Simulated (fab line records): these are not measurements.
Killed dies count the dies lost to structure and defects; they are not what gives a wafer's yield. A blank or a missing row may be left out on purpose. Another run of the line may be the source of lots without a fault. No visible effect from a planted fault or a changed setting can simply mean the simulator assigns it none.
fab line records	flow n5-finfet
[record] lots = 9	wafers = 25	last-day = 17
route steps=1938 shown MOL_CONTACT_COAG@615 BEOL_M0_SAQP@635 BEOL_M0@720 BEOL_M4@1111 PASSIVATION@1936
lots that met no fault: taken from a fault-free run of the same line
start-h: hours from the record's first day to the start of the lot's first wafer shown	wait-h: time in hours since the lot's previous step	" repeats the value in the row above	L1.1+2: a row that stands for several wafers	- either no value or no given start	* or withheld: withheld	< > ~ a bound
route shown NAME@n: NAME is a module with steps in the file, n the number in the route of the first one	usual: average and standard deviation across the fault-free wafers	same: alike in all rows	chamber/n: place in a boat	sites: the reading at each site	_std_site: how widely they spread, as a standard deviation	_edge_site: mean of outer sites minus mean of inner sites	radius-mm: for every site, how far away it sits from the centre of the wafer	mask NAME#n: copy n	behind: the most recent tool/chamber to have shaped the wafer	hold: reason for holding the lot/hours on hold/outcome of the hold	device: names the non-switching transistor (n, p or np)	end of line: the route-end tests of the same wafers	for a step that has no rows: nothing shown but its recipe	killed: the dies lost at the first sort to structure and to defects; this is not the yield of the wafer	map: shows each die of a wafer: x if killed, . if not, _ if none is there
set.NAME: the run value of the setting; set.NAME@STEP: its run value at that earlier step	model.NAME: the simulator's own value behind a step, which no gauge read
steps of the route over a sample of lots; a table a step, a row a wafer
services: the hour from which a tool's chamber was out of use, counted from the record's first day as start-h (under 0 if before that day), plus the number of hours and why
[[steps]]
[step N5_MOL_CONTACT_COAG_VIA_ETCH_117]
[recipe] chemistry = C4F6/O2	target-depth-a = 400	overetch-a = 80	mask-material = SOC	target = SiO2	bias-w = 455	pressure-mtorr = 10	time-s = 26	source-w = 325	Ar_flow_sccm = 300	C4F6_flow_sccm = 10	O2_flow_sccm = 10	ion-energy-ev = 575.3	ends = end-point
[usual] C4F6_flow_sccm = 10.00/0.031	drypump-motor-current-A = 5.6/0.47	oes-product-au = 0.70/0.083	rf-vpp-V = 1580/62	showerhead-plenum-p-Torr = 2.89/0.075	throttle-valve-pct = 41.2/0.58
lot.wafer	tool	chamber	start-h	wait-h	C4F6_flow_sccm	drypump-motor-current-A	oes-product-au	rf-hours-counter-h	rf-vpp-V	showerhead-plenum-p-Torr	throttle-valve-pct
L208.1	rie-diel-04	2	102.11	0.0	10.03	4.8	0.63	208	1630	2.92	42.0
L208.3	"	0	"	"	10.00	5.9	0.62	247	1540	2.80	40.5
L208.5	"	0	"	"	10.00	5.9	0.61	-	1540	2.79	40.5
L211.2	rie-diel-05	0	122.50	0.0	9.97	6.1	0.67	173	1622	2.93	40.2
L211.3	"	3	"	"	9.98	5.6	0.63	247	1468	2.66	40.9
L214.1	rie-diel-06	2	134.21	0.0	10.04	6.0	0.68	152	1589	2.96	40.2
L214.5	"	1	"	"	9.95	6.2	0.65	-	1644	2.83	41.3
L214.6	"	2	"	"	10.01	6.1	0.68	-	1588	2.96	40.2
L215.1	rie-diel-06	1	145.68	0.0	10.04	6.1	0.64	214	1644	2.83	41.3
L215.5	"	0	"	"	10.00	5.7	0.70	-	1697	2.86	40.9
L222.3	rie-diel-04	1	184.56	0.0	10.02	5.1	0.63	233	1546	2.92	41.5
L222.5	"	1	"	"	10.01	5.1	0.62	-	1547	2.91	41.5
L222.6	"	0	"	"	10.01	6.0	0.82	-	1539	2.79	40.6
L223.1	rie-diel-05	0	193.18	0.0	10.00	6.1	0.66	198	1622	2.92	40.2
L223.2	"	2	"	"	10.00	6.4	0.72	103	1478	3.00	41.8
L223.5	"	3	"	"	10.07	5.6	0.82	-	1490	2.99	40.8
L224.2	rie-diel-04	3	195.89	0.0	10.01	5.4	0.84	8	1579	2.81	41.4
L224.4	"	2	"	"	9.99	4.8	0.61	245	1627	2.90	42.1
L224.6	"	3	"	"	9.99	5.4	0.84	-	1580	2.81	41.4
L228.2	rie-diel-05	3	221.96	0.0	9.99	5.6	0.79	27	1491	2.98	40.8
L228.3	"	0	"	"	9.96	6.1	0.66	210	1620	2.91	40.2
L228.5	"	3	"	"	9.99	5.6	0.79	-	1490	2.98	40.8
L231.1	rie-diel-04	2	239.27	0.0	10.03	4.8	0.91	0	1628	2.90	41.3
L231.3	"	3	"	"	9.99	5.4	0.79	27	1580	2.80	41.4
L231.6	"	2	"	"	10.00	4.8	0.91	-	1630	2.90	41.3
[step N5_MOL_CONTACT_COAG_STRIP_49]
[recipe] chemistry = N2/H2	time-s = 30	power-w = 1000	temp-c = 250	pressure-mtorr = withheld	n2-flow-sccm = 1750	h2-flow-sccm = 3250
[usual] drypump-motor-current-A = 5.52/0.28	heater-power-w = 331/20	temp-c = 250.02/0.17
[same] time-s = 30
lot.wafer	tool	chamber	start-h	wait-h	drypump-motor-current-A	heater-power-w	rf-hours-counter-h	temp-c
L208.1	plasma-asher-02	0	102.32	-	5.55	322	96	250.14
L208.3	"	0	"	"	5.54	321	-	250.12
L208.5	"	1	"	"	5.42	302	-	249.96
L211.2	plasma-asher-02	0	122.73	-	5.56	330	103	250.35
L211.3	"	0	"	"	5.55	315	-	249.79
L214.1	plasma-asher-01	0	134.42	-	5.19	344	45	249.80
L214.5	"	1	"	"	5.96	364	-	250.14
L214.6	"	0	"	"	5.19	363	-	249.88
L215.1	plasma-asher-02	1	145.88	-	5.43	307	107	249.77
L215.5	"	1	"	"	5.38	298	-	249.72
L222.3	plasma-asher-02	0	184.78	-	5.55	311	-	250.33
L222.5	"	0	"	"	5.53	315	-	250.17
L222.6	"	1	"	"	5.39	291	-	250.22
L223.1	plasma-asher-02	0	193.38	-	5.56	322	116	250.26
L223.2	"	1	"	"	5.39	305	116	250.16
L223.5	"	1	"	"	5.40	306	-	249.95
L224.2	plasma-asher-01	1	196.09	-	5.92	358	57	249.99
L224.4	"	0	"	"	5.19	336	-	250.00
L224.6	"	0	"	"	5.18	340	-	249.81
L228.2	plasma-asher-01	1	222.22	-	5.93	350	65	249.79
L228.3	"	0	"	"	5.18	345	-	250.07
L228.5	"	1	"	"	5.93	352	-	249.82
L231.1	plasma-asher-01	1	239.48	-	5.94	349	68	249.92
L231.3	"	1	"	"	5.95	355	-	250.01
L231.6	"	1	"	"	5.98	353	-	249.90
[step N5_MOL_CONTACT_COAG_CD_MEAS_101]
[recipe] target-cd-nm = 16
[usual] cd-nm = 16.2/0.42
lot.wafer	tool	chamber	start-h	wait-h	cd-nm
L208.1	cd-sem-03	-	102.46	0.0	16.5
L208.3	"	-	"	"	16.0
L208.5	"	-	"	"	16.5
L211.2	cd-sem-01	-	122.88	0.0	15.7
L211.3	"	-	"	"	16.0
L214.1	cd-sem-02	-	134.57	0.0	16.3
L214.5	"	-	"	"	15.9
L214.6	"	-	"	"	15.9
L215.1	cd-sem-02	-	146.03	0.0	15.9
L215.5	"	-	"	"	15.8
L222.3	cd-sem-02	-	184.91	0.0	16.7
L222.5	"	-	"	"	16.2
L222.6	"	-	"	"	15.7
L223.1	cd-sem-02	-	193.52	0.0	16.3
L223.2	"	-	"	"	15.4
L223.5	"	-	"	"	16.1
L224.2	cd-sem-01	-	196.35	0.0	15.4
L224.4	"	-	"	"	15.8
L224.6	"	-	"	"	15.3
L228.2	cd-sem-03	-	222.37	0.0	16.1
L228.3	"	-	"	"	15.9
L228.5	"	-	"	"	15.5
L231.1	cd-sem-01	-	239.66	0.0	16.4
L231.3	"	-	"	"	15.8
L231.6	"	-	"	"	15.9
[step N5_BEOL_M0_SAQP_PECVD_03]
[recipe] material = SiCN	target-thk-a = 120	temp-c = withheld	precursor = 3MS/NH3	pressure-torr = 3	rf-w = 202	time-s = 21.1
[usual] run-length-s = 51.4/0.42	showerhead-plenum-p-Torr = 3.669/0.013	throttle-valve-pct = 8.9/0.55
lot.wafer	tool	chamber	start-h	wait-h	run-length-s	showerhead-plenum-p-Torr	throttle-valve-pct
L208.1	pecvd-02	2	107.56	0.1	52.1	3.669	9.2
L208.3	"	1	"	"	51.8	3.677	8.8
L208.5	"	2	"	"	51.6	3.658	8.8
L211.2	pecvd-02	1	127.51	0.1	51.2	3.684	8.9
L211.3	"	0	"	"	51.1	3.661	10.0
L214.1	pecvd-04	1	139.87	0.1	51.6	3.693	9.2
L214.5	"	1	"	"	51.5	3.699	9.5
L214.6	"	2	"	"	51.2	3.673	7.7
L215.1	pecvd-02	2	151.66	0.1	51.8	3.666	8.9
L215.5	"	0	"	"	51.1	3.667	9.6
L222.3	pecvd-02	1	189.67	0.1	41.3	3.676	9.2
L222.5	"	1	"	"	41.6	3.677	9.5
L222.6	"	0	"	"	41.5	3.666	9.7
L223.1	pecvd-02	2	198.02	0.1	42.2	3.676	8.8
L223.2	"	0	"	"	41.3	3.678	9.9
L223.5	"	1	"	"	41.5	3.680	9.2
L224.2	pecvd-04	2	201.35	0.1	52.1	3.655	7.9
L224.4	"	0	"	"	51.5	3.679	8.5
L224.6	"	2	"	"	51.2	3.673	8.0
L228.2	pecvd-04	0	227.63	0.1	51.6	3.685	8.3
L228.3	"	2	"	"	51.4	3.663	8.0
L228.5	"	1	"	"	51.5	3.691	9.3
L231.1	pecvd-04	0	243.99	0.1	51.5	3.685	8.7
L231.3	"	1	"	"	51.7	3.708	9.4
L231.6	"	0	"	"	51.2	3.678	8.6
[step N5_BEOL_M0_ETCH_128]
[recipe] chemistry = CF4/N2	target-depth-a = 120	overetch-a = 51	target = SiCN	time-s = 21.4	ion-energy-ev = 150	pressure-mtorr = 40	source-w = 430	bias-w = 70	Ar_flow_sccm = 100	cf4-flow-sccm = 60	n2-flow-sccm = 60
[usual] drypump-motor-current-A = 5.7/0.43	oes-product-au = 0.54/0.06	rf-vpp-V = 383.3/1.6	showerhead-plenum-p-Torr = 2.25/0.056	throttle-valve-pct = 15.40/0.24
[same] time-s = 21.4
lot.wafer	tool	chamber	start-h	wait-h	drypump-motor-current-A	oes-product-au	rf-hours-counter-h	rf-vpp-V	showerhead-plenum-p-Torr	throttle-valve-pct
L208.1	rie-diel-06	3	115.99	0.3	5.8	0.51	167	381.1	2.21	15.63
L208.3	"	1	"	"	6.1	0.49	203	381.9	2.19	15.47
L208.5	"	0	"	"	5.7	0.54	-	384.5	2.23	15.21
L211.2	rie-diel-06	3	134.81	0.0	5.8	0.51	175	382.7	2.21	15.65
L211.3	"	2	"	"	6.1	0.52	153	385.1	2.30	15.08
L214.1	rie-diel-06	0	152.33	0.1	5.7	0.54	121	382.4	2.22	15.24
L214.5	"	0	"	"	5.7	0.54	-	382.4	2.22	15.24
L214.6	"	1	"	"	6.1	0.48	-	382.1	2.19	15.49
L215.1	rie-diel-05	1	160.01	0.0	5.2	0.48	244	383.7	2.27	15.77
L215.5	"	2	"	"	6.3	0.58	-	385.0	2.33	15.37
L222.3	rie-diel-04	1	197.20	0.3	5.1	0.34	237	384.4	2.26	15.83
L222.5	"	2	"	"	4.8	0.33	-	383.7	2.26	15.82
L222.6	"	3	"	"	5.4	0.46	-	382.0	2.17	15.12
L223.1	rie-diel-06	3	206.83	0.0	5.8	0.34	202	382.9	2.20	15.69
L223.2	"	1	"	"	6.1	0.34	237	381.8	2.18	15.52
L223.5	"	1	"	"	6.1	0.33	-	381.7	2.18	15.53
L224.2	rie-diel-04	2	210.03	0.0	4.8	0.46	249	383.0	2.26	15.84
L224.4	"	0	"	"	5.9	0.62	25	379.8	2.16	15.11
L224.6	"	0	"	"	5.9	0.63	-	380.0	2.16	15.09
L228.2	rie-diel-04	0	236.56	0.0	5.9	0.60	37	380.9	2.16	15.13
L228.3	"	3	"	"	5.4	0.61	26	381.9	2.16	15.19
L228.5	"	1	"	"	5.1	0.47	-	384.2	2.25	15.87
L231.1	rie-diel-05	1	259.09	0.1	5.2	0.64	21	383.6	2.26	15.25
L231.3	"	2	"	"	6.3	0.54	125	384.4	2.32	15.42
L231.6	"	0	"	"	6.0	0.51	-	384.1	2.28	15.42
[step N5_BEOL_M4_RC_MEAS_101]
[usual] DIBL_N = 37.5/2	DIBL_P = 37.5/2.5	IOFF_N = 0.18/0.042	IOFF_P = 0.24/0.046	ION_N = 677/15	ION_P = 464/9.5	SS_N = 72.0/0.76	SS_P = 73.6/0.79	VT_N = 249/3.5	VT_P = -249/3.2
lot.wafer	tool	chamber	start-h	wait-h	DIBL_N[mV/V]	DIBL_P[mV/V]	IOFF_N[nA/um]	IOFF_P[nA/um]	ION_N[uA/um]	ION_P[uA/um]	SS_N[mV/dec]	SS_P[mV/dec]	VT_N[mV]	VT_P[mV]
L208.1	prober-01	0	161.35	0.0	40.3	39.7	0.25	0.27	677	458	73.5	73.8	245	-249
L208.3	"	0	"	"	36.7	36.9	0.16	0.23	686	473	71.2	72.4	248	-248
L208.5	"	0	"	"	37.4	37.3	0.16	0.23	690	473	72.0	73.4	250	-247
L211.2	prober-01	0	181.31	0.2	36.9	37.5	0.16	0.20	657	451	72.8	73.8	251	-256
L211.3	"	0	"	"	37.5	39.2	0.18	0.23	670	455	72.1	74.4	249	-250
L214.1	prober-02	0	202.69	0.0	37.3	36.9	0.17	0.24	678	469	71.4	74.0	249	-249
L214.5	"	0	"	"	39.1	38.0	0.20	0.26	684	472	72.7	74.2	248	-247
L214.6	"	0	"	"	34.8	35.0	0.13	0.23	650	454	71.0	74.0	250	-248
L215.1	prober-02	0	204.86	0.0	36.8	37.1	0.14	0.24	645	448	70.6	73.9	254	-251
L215.5	"	0	"	"	38.7	38.1	0.19	0.25	679	464	71.8	73.3	247	-249
L222.3	prober-02	0	245.03	0.3	36.6	36.4	0.17	0.23	679	466	72.4	72.9	253	-248
L222.5	"	0	"	"	39.6	38.8	0.26	0.28	677	460	73.7	73.7	247	-246
L222.6	"	0	"	"	34.4	33.9	0.14	0.20	685	464	71.8	72.4	250	-251
L223.1	prober-01	0	248.21	0.0	41.2	41.2	0.24	0.31	666	450	72.3	74.2	249	-248
L223.2	"	0	"	"	37.0	36.4	0.16	0.24	676	465	71.5	73.9	248	-248
L223.5	"	0	"	"	40.0	39.8	0.22	0.28	691	476	72.2	73.6	247	-248
L224.2	prober-02	0	253.53	0.2	35.3	34.4	0.12	0.18	661	461	71.0	72.3	254	-252
L224.4	"	0	"	"	36.3	35.7	0.15	0.20	688	476	71.4	72.5	252	-255
L224.6	"	0	"	"	35.2	34.0	0.12	0.17	648	452	71.3	72.6	257	-254
L228.2	prober-01	0	290.64	0.2	34.4	32.8	0.13	0.20	667	465	71.4	72.4	251	-249
L228.3	"	0	"	"	42.0	42.2	0.33	0.38	704	485	73.0	74.2	238	-242
L228.5	"	0	"	"	38.8	37.2	0.20	0.25	686	470	72.1	74.1	248	-247
L231.1	prober-02	0	307.06	0.0	37.1	36.8	0.19	0.20	668	454	72.8	73.0	248	-253
L231.3	"	0	"	"	35.2	35.5	0.13	0.18	659	452	71.5	73.1	251	-253
L231.6	"	0	"	"	38.5	38.6	0.20	0.23	673	457	72.3	74.2	248	-249
[step N5_PASSIVATION_PROBE_49]
[usual] defect-limited-yield = 91.8/1.5	killed_at_M0_to_M3 = 33/11	killed_at_M4_up = 13/5	killed-at-contacts = 11/5.6	killed-at-front-end = 36/12	killed-at-other = 3.4/2.5	killed-dies = 97/18	killed-open = 64/13	killed-short = 31/6.9	sort_bin_4_leakage = 0.01/0.048	sort_bin_5_function = 4.8/1	sort_bin_6_memory = 3.1/0.64	sort_bin_8_speed = 0.00/0.014	sort-n-pass = 1083/18	sort-yield-pct = 91.8/1.5
[same] gross-dies = 1180	killed-at-back-side = 0
lot.wafer	tool	chamber	start-h	wait-h	defect-limited-yield[%]	killed_at_M0_to_M3	killed_at_M4_up	killed-at-contacts	killed-at-front-end	killed-at-other	killed-dies	killed-open	killed-short	sort_bin_4_leakage[%]	sort_bin_5_function[%]	sort_bin_6_memory[%]	sort_bin_8_speed[%]	sort-n-pass	sort-yield-pct[%]
L208.1	prober-02	-	266.92	0.0	93.1	10	18	12	36	5	81	49	31	0	4.2	2.5	0	1099	93.1
L208.3	prober-02	-	267.02	0.1	91.7	28	21	23	24	2	98	70	28	0	5.3	2.8	0	1082	91.7
L208.5	prober-02	-	267.12	0.2	91.5	32	17	12	33	6	100	67	32	0	5.0	3.0	0.08	1080	91.5
L211.2	prober-01	-	286.15	0.1	92.0	41	12	7	26	8	94	64	30	0	4.3	3.4	0	1086	92.0
L211.3	prober-01	-	286.20	0.1	91.7	38	17	3	32	8	98	65	33	0	5.3	2.8	0	1082	91.7
L214.1	prober-02	-	300.55	0.0	92.6	16	19	11	36	5	87	59	26	0	4.7	2.5	0	1093	92.6
L214.5	prober-02	-	300.75	0.2	92.1	22	19	19	28	5	93	72	21	0	5.2	2.5	0	1087	92.1
L214.6	prober-02	-	300.80	0.3	91.9	25	12	12	41	5	95	63	30	0	5.3	2.7	0	1085	91.9
L215.1	prober-02	-	311.83	0.0	91.9	31	14	17	32	1	95	64	31	0	4.2	3.6	0	1085	91.9
L215.5	prober-02	-	312.03	0.2	92.2	28	14	9	35	6	92	64	28	0	5.1	2.5	0	1088	92.2
L223.1	prober-02	-	352.65	0.0	89.3	46	14	12	49	5	126	81	42	0	6.6	4.1	0	1054	89.3
L223.2	prober-02	-	352.70	0.1	85.4	51	12	19	89	1	172	114	57	0	9.1	4.8	0	1008	85.4
L223.5	prober-02	-	352.85	0.2	90.3	43	16	1	53	1	114	63	47	0	5.4	3.6	0	1066	90.3
L222.3	prober-02	-	355.45	0.1	92.5	28	8	4	47	1	88	52	23	0	3.7	2.5	0	1092	92.5
L222.5	prober-02	-	355.55	0.2	92.2	31	16	5	39	1	92	54	30	0	4.1	2.8	0	1088	92.2
L222.6	prober-02	-	355.60	0.3	93.3	28	14	3	28	6	79	49	29	0	3.6	2.7	0	1101	93.3
L224.2	prober-01	-	370.22	0.1	89.1	46	22	20	36	5	129	81	41	0	5.7	4.6	0	1051	89.1
L224.4	prober-01	-	370.32	0.2	90.1	34	20	23	34	6	117	79	36	0	5.6	4.3	0	1063	90.1
L224.6	prober-01	-	370.42	0.3	91.2	21	13	11	54	5	104	63	33	0	4.6	3.6	0	1076	91.2
L228.2	prober-02	-	393.83	0.1	93.6	17	4	7	46	1	75	48	26	0	3.6	2.4	0	1105	93.6
L228.3	prober-02	-	393.88	0.1	91.0	41	16	9	39	1	106	73	31	0.51	5.0	3.7	0	1068	90.5
L228.5	prober-02	-	393.98	0.2	93.0	23	8	12	37	3	83	51	29	0	4.0	2.8	0	1097	93.0
L231.1	prober-01	-	409.45	0.0	91.7	36	12	11	35	4	98	63	33	0	5.3	2.9	0	1082	91.7
L231.3	prober-01	-	409.55	0.1	89.6	48	14	3	52	6	123	85	38	0	6.0	4.2	0	1057	89.6
L231.6	prober-01	-	409.70	0.3	89.8	56	21	10	24	9	120	77	41	0	6.0	3.9	0	1060	89.8
// killed by level:class
L208.1 FIN_SAQP:geometric-particle:open=14 FIN_SAQP:geometric-particle:short=11 BEOL_M4:geometric-particle:open=10 MOL_CONTACT_COAG:geometric-particle:open=9 MOL_CONTACT_COAG:geometric-particle:short=3 MIM_TOP:geometric-particle:short=3 STARTING-WAFER:geometric-particle:short=3 GATE_CUT:geometric-particle:short=2
L208.3 MOL_CONTACT_COAG:geometric-particle:open=18 BEOL_M0_SAQP:geometric-particle:short=10 BEOL_M4:geometric-particle:open=9 FIN_SAQP:geometric-particle:open=8 BEOL_M0_SAQP:geometric-particle:open=8 MOL_CONTACT_COAG:geometric-particle:short=5 STI_FIN_REVEAL:geometric-particle:open=3 BEOL_M1:geometric-particle:open=3
L208.5 FIN_SAQP:geometric-particle:open=12 MOL_CONTACT_COAG:geometric-particle:open=10 BEOL_M0_SAQP:geometric-particle:short=9 BEOL_M4:geometric-particle:open=9 BEOL_M0_SAQP:geometric-particle:open=8 STARTING-WAFER:geometric-particle:open=5 BEOL_M1:geometric-particle:open=4 BEOL_M3:geometric-particle:open=4
L211.2 BEOL_M0_SAQP:geometric-particle:short=14 FIN_SAQP:geometric-particle:open=11 BEOL_M0_SAQP:geometric-particle:open=11 BEOL_M3:geometric-particle:open=6 MOL_CONTACT_COAG:geometric-particle:open=5 BEOL_M4:geometric-particle:open=5 GATE_CUT:geometric-particle:short=4 BEOL_M0:geometric-particle:open=4
L211.3 FIN_SAQP:geometric-particle:open=12 BEOL_M0_SAQP:geometric-particle:short=11 BEOL_M0_SAQP:geometric-particle:open=10 BEOL_M4:geometric-particle:open=9 FIN_SAQP:geometric-particle:short=5 BEOL_M2:geometric-particle:open=5 DUMMY_GATE:geometric-particle:open=4 BEOL_M1:geometric-particle:open=4
L214.1 STI_FIN_REVEAL:geometric-particle:open=10 FIN_SAQP:geometric-particle:open=7 MOL_CONTACT_COAG:geometric-particle:open=7 BEOL_M4:geometric-particle:open=7 BEOL_M0_SAQP:geometric-particle:open=6 DUMMY_GATE:geometric-particle:open=4 BEOL_M0_SAQP:geometric-particle:short=4 MOL_CONTACT_COAG:geometric-particle:short=4
L214.5 MOL_CONTACT_COAG:geometric-particle:open=16 STI_FIN_REVEAL:geometric-particle:open=9 BEOL_M0_SAQP:geometric-particle:short=8 BEOL_M4:geometric-particle:open=7 BEOL_M2:geometric-particle:open=6 FIN_SAQP:geometric-particle:open=5 BEOL_M0_SAQP:geometric-particle:open=4 BEOL_M5:geometric-particle:open=4
L214.6 STI_FIN_REVEAL:geometric-particle:open=12 MOL_CONTACT_COAG:geometric-particle:open=9 GATE_CUT:geometric-particle:short=7 BEOL_M0_SAQP:geometric-particle:open=7 DUMMY_GATE:geometric-particle:open=6 BEOL_M2:geometric-particle:open=6 FIN_SAQP:geometric-particle:open=4 BEOL_M0_SAQP:geometric-particle:short=4
L215.1 MOL_CONTACT_COAG:geometric-particle:open=14 BEOL_M0_SAQP:geometric-particle:open=10 BEOL_M0_SAQP:geometric-particle:short=8 BEOL_M3:geometric-particle:open=5 STARTING-WAFER:geometric-particle:open=5 DUMMY_GATE:geometric-particle:open=4 ILD0:geometric-particle:short=4 GATE_CUT:geometric-particle:open=4
L215.5 GATE_CUT:geometric-particle:short=9 BEOL_M0_SAQP:geometric-particle:open=8 BEOL_M1:geometric-particle:open=8 FIN_SAQP:geometric-particle:open=7 DUMMY_GATE:geometric-particle:open=7 MOL_CONTACT_COAG:geometric-particle:open=7 BEOL_M0_SAQP:geometric-particle:short=5 BEOL_M8:geometric-particle:open=5
L223.1 FIN_SAQP:geometric-particle:open=16 BEOL_M0_SAQP:geometric-particle:open=16 BEOL_M0_SAQP:geometric-particle:short=14 MOL_CONTACT_COAG:geometric-particle:open=10 FIN_SAQP:geometric-particle:short=5 STI_FIN_REVEAL:geometric-particle:open=5 DUMMY_GATE:geometric-particle:open=5 BEOL_M4:geometric-particle:open=5
L223.2 FIN_SAQP:geometric-particle:open=30 FIN_SAQP:geometric-particle:short=16 STI_FIN_REVEAL:geometric-particle:open=14 MOL_CONTACT_COAG:geometric-particle:open=13 BEOL_M0_SAQP:geometric-particle:short=13 GATE_CUT:geometric-particle:open=12 BEOL_M0_SAQP:geometric-particle:open=9 GATE_CUT:geometric-particle:short=7
L223.5 FIN_SAQP:geometric-particle:open=10 FIN_SAQP:geometric-particle:short=10 BEOL_M0_SAQP:geometric-particle:short=10 BEOL_M1:geometric-particle:open=9 BEOL_M3:geometric-particle:open=7 GATE_CUT:geometric-particle:short=5 GATE_CUT:geometric-particle:open=5 BEOL_M2:geometric-particle:open=5
L222.3 HKMG_FIN:area-etch=13 STI_FIN_REVEAL:geometric-particle:open=9 BEOL_M3:geometric-particle:open=9 BEOL_M0_SAQP:geometric-particle:open=7 FIN_SAQP:geometric-particle:open=6 BEOL_M1:geometric-particle:open=5 FIN_SAQP:geometric-particle:short=3 STI_FIN_REVEAL:geometric-particle:short=3
L222.5 STI_FIN_REVEAL:geometric-particle:open=11 BEOL_M0_SAQP:geometric-particle:short=7 BEOL_M0_SAQP:geometric-particle:open=7 HKMG_FIN:area-etch=7 MOL_CONTACT_COAG:geometric-particle:open=5 BEOL_M0:geometric-particle:short=5 BEOL_M3:geometric-particle:open=5 FIN_SAQP:geometric-particle:open=4
L222.6 BEOL_M3:geometric-particle:open=7 FIN_SAQP:geometric-particle:open=6 BEOL_M0_SAQP:geometric-particle:short=6 FIN_SAQP:geometric-particle:short=5 BEOL_M0:geometric-particle:open=5 BEOL_M4:geometric-particle:open=5 BEOL_M1:geometric-particle:open=4 STI_FIN_REVEAL:geometric-particle:open=3
L224.2 MOL_CONTACT_COAG:geometric-particle:open=18 BEOL_M1:geometric-particle:open=11 FIN_SAQP:geometric-particle:short=10 BEOL_M3:geometric-particle:open=9 BEOL_M0_SAQP:geometric-particle:short=7 BEOL_M0_SAQP:geometric-particle:open=6 STI_FIN_REVEAL:geometric-particle:open=5 BEOL_M4:geometric-particle:open=5
L224.4 MOL_CONTACT_COAG:geometric-particle:open=20 BEOL_M4:geometric-particle:open=10 FIN_SAQP:geometric-particle:short=7 BEOL_M0_SAQP:geometric-particle:open=7 FIN_SAQP:geometric-particle:open=6 STI_FIN_REVEAL:geometric-particle:open=6 BEOL_M0_SAQP:geometric-particle:short=6 BEOL_M1:geometric-particle:open=6
L224.6 STI_FIN_REVEAL:geometric-particle:open=11 MOL_CONTACT_COAG:geometric-particle:open=11 FIN_SAQP:geometric-particle:short=10 BEOL_M4:geometric-particle:open=8 BEOL_M1:geometric-particle:open=8 HKMG_FIN:area-etch=7 DUMMY_GATE:geometric-particle:open=6 FIN_SAQP:geometric-particle:open=5
L228.2 FIN_SAQP:geometric-particle:short=9 STI_FIN_REVEAL:geometric-particle:open=9 MOL_CONTACT_COAG:geometric-particle:open=6 STARTING-WAFER:geometric-particle:open=6 SPACER0:geometric-particle:open=4 BEOL_M1:geometric-particle:open=4 BEOL_M2:geometric-particle:open=4 DUMMY_GATE:geometric-particle:short=3
L228.3 STI_FIN_REVEAL:geometric-particle:open=16 BEOL_M1:geometric-particle:open=13 BEOL_M0_SAQP:geometric-particle:short=7 MOL_CONTACT_COAG:geometric-particle:open=7 BEOL_M5:geometric-particle:open=6 FIN_SAQP:geometric-particle:open=5 BEOL_M0_SAQP:geometric-particle:open=5 BEOL_M1:geometric-particle:short=5
L228.5 MOL_CONTACT_COAG:geometric-particle:open=11 STI_FIN_REVEAL:geometric-particle:open=10 BEOL_M1:geometric-particle:open=8 BEOL_M0_SAQP:geometric-particle:short=6 FIN_SAQP:geometric-particle:open=5 GATE_CUT:geometric-particle:short=5 STI_FIN_REVEAL:geometric-particle:short=4 BEOL_M2:geometric-particle:open=4
L231.1 BEOL_M2:geometric-particle:open=11 STI_FIN_REVEAL:geometric-particle:open=10 MOL_CONTACT_COAG:geometric-particle:open=10 BEOL_M0_SAQP:geometric-particle:short=8 BEOL_M3:geometric-particle:open=7 STARTING-WAFER:geometric-particle:short=6 FIN_SAQP:geometric-particle:open=4 BEOL_M1:geometric-particle:open=4
L231.3 FIN_SAQP:geometric-particle:open=23 BEOL_M1:geometric-particle:open=16 FIN_SAQP:geometric-particle:short=10 BEOL_M0_SAQP:geometric-particle:open=8 BEOL_M2:geometric-particle:open=8 BEOL_M0_SAQP:geometric-particle:short=6 DUMMY_GATE:geometric-particle:open=4 BEOL_M3:geometric-particle:open=4
L231.6 BEOL_M2:geometric-particle:open=15 BEOL_M1:geometric-particle:open=10 BEOL_M0_SAQP:geometric-particle:open=10 BEOL_M3:geometric-particle:short=10 BEOL_M0_SAQP:geometric-particle:short=7 FIN_SAQP:geometric-particle:open=6 MOL_CONTACT_COAG:geometric-particle:open=6 BEOL_M4:geometric-particle:open=6
[[services]]
tool	chamber	start-h	hours	kind
rie-diel-06	1	80.31	8.1	repair
rie-diel-06	0	81.71	7.0	repair
rie-diel-06	3	86.99	2.4	repair
rie-diel-06	2	88.53	27.7	repair
pecvd-04	-	105.09	5.5	pm
plasma-asher-01	-	109.99	14.6	pm
rie-diel-04	0	110.81	-	clean
rie-diel-04	0	110.81	-	consumable-replace:focus-ring
rie-diel-04	0	110.81	37.8	scheduled-down
rie-diel-04	0	110.81	37.8	vent-cycle
pecvd-04	-	137.74	1.3	repair
pecvd-04	2	140.57	11.5	repair
rie-diel-04	3	148.63	-	clean
pecvd-02	1	152.91	1.9	repair
pecvd-04	-	180.14	0.9	repair
plasma-asher-02	-	197.62	14.6	pm
rie-diel-06	0	207.22	4.4	repair
pecvd-04	1	209.48	10.2	repair
rie-diel-04	2	217.90	5.7	repair
pecvd-02	-	225.45	14.6	pm
rie-diel-05	0	230.90	5.1	repair
rie-diel-06	3	245.02	16.7	repair
plasma-asher-02	-	247.42	2.8	pm
pecvd-04	1	256.77	2.0	repair
[[key]]
[first-sign] step = N5_BEOL_M0_SAQP_PECVD_03	reading = run-length-s	direction = down	sigmas = 23	usual = *	struck = *
[effect] step = N5_BEOL_M0_ETCH_128	reading = oes-product-au	direction = down	sigmas = 3.1	usual = 0.54	struck = 0.36
met-at N5_BEOL_M0_SAQP_PECVD_03
struck-lots L222,L223
[baseline-loss] step = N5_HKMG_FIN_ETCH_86	wafers = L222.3
not-acting-at N5_MOL_CONTACT_COAG_VIA_ETCH_117,N5_MOL_CONTACT_COAG_STRIP_49,N5_MOL_CONTACT_COAG_CD_MEAS_101
onset-between 151.66 189.67
[fault] kind = process-parameter-drift	tool = pecvd-02	chamber = -	onset-h = 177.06	steps = N5_BEOL_M0_SAQP_PECVD_03	channel = time-s	offset = *	shape = step	end-h = 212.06	acts-in = *	stated = *
// baseline-loss: these wafers lose ten dies or more at that step, a loss of the line's own and not of a fault; the sort's usual values leave them out
